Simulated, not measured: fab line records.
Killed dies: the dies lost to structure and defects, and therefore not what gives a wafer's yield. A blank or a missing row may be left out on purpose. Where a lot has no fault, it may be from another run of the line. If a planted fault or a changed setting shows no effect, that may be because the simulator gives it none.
8D (eight disciplines) problem report, filled in by code | flow nand_harc | the parts of the form that need people (team, actions taken, sign-off) are left out

## 1. WHAT WENT WRONG
Mean of raw_defect_count at NHARC_P_M2_INSPECT_11: 1025.7 across 6 wafers in 2 lots; on wafers with no fault it is 4.8 (standard deviation 2.6). So: +99 or more standard deviations from the usual mean.
Seen first at day 8 06:45 on defect_inspect-01, wafer L765.3. Wafers with a number at this step in the record: 33, from 11 lots. The rule behind "out" and "out of limits": a value lying over 4 standard deviations away from the usual mean. The other wafers with a number count as sound.

## 2. WHAT IT IS, AND WHAT IT ISN'T
question                    | is                                   | is not
which readings at this step | raw_defect_count                     | -
which lots                  | L765, L768                           | L762, L764, L767, L775, L776, L778, L779, L780, L783
which wafers of those lots  | all that have a number               | -
read on which gauges        | defect_inspect-01, defect_inspect-02 | -
when                        | from day 8 06:45                     | up to then (6 sound wafers); but 21 sound wafers of L767, L775, L776, L778, L779, L780, L783 came after

## 3. WHAT RULES OUT EACH SUSPECT
Counting: a tool at a process step up to the reading stays a suspect if it ran every lot that is out and no sound lot after the first of them.
- the gauge at NHARC_P_M2_INSPECT_11: ruled out. Those wafers that are out were read across 2 gauges (defect_inspect-01, defect_inspect-02).
- pecvd-01 at NHARC_P_M1_DEP_33 (deposits SiCN, target thk 30 nm): ruled out as a lasting fault. Following L765 (day 8 05:28), the first lot on it that is out, the sound lots L776, L783 were run on it.
Left after counting: nothing in the record.

## 4. THE CAUSE (what the simulator had put in)
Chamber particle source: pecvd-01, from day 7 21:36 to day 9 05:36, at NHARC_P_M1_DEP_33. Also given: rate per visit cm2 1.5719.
It was ruled out by counting, in error; the rule expects a fault to strike all lots run on its tool from its start on, and this fault did not.

## 5. SEQUENCE OF EFFECTS, ordered by route
Each row: a reading where the mean over the struck wafers with a number is more than 3 standard deviations away from the usual. Readings are gone through only where the record gives a usual standard deviation; hours: the median, over the lots, of the time from a lot's start at the first step in this table giving one to that lot's start at this step; sigmas: the change measured in usual standard deviations.
hours | step                  | reading              | usual  | on struck wafers | change  | sigmas
0     | NHARC_P_M2_INSPECT_11 | raw_defect_count     | 4.8    | 1025.7           | +1020.9 | +99 or more
433   | NHARC_END_SORT_01     | defect_limited_yield | 90.9 % | 81.6             | -9.3    | -3.6
433   | NHARC_END_SORT_01     | killed_at_periphery  | 3.9    | 89.2             | +85.3   | +30
433   | NHARC_END_SORT_01     | killed_dies          | 62     | 124              | +62     | +3.5

## 6. HOW IT WOULD HAVE BEEN CAUGHT EARLIER
9 hours passed between the start of the fault at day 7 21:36 and the first reading out of limits at a measuring or inspecting step in this record, taken at day 8 06:45.
Tool readings at NHARC_P_M1_DEP_33 with a usual standard deviation given in the record: none out on any struck wafer, hence no alarm at a limit of 4 standard deviations on them.
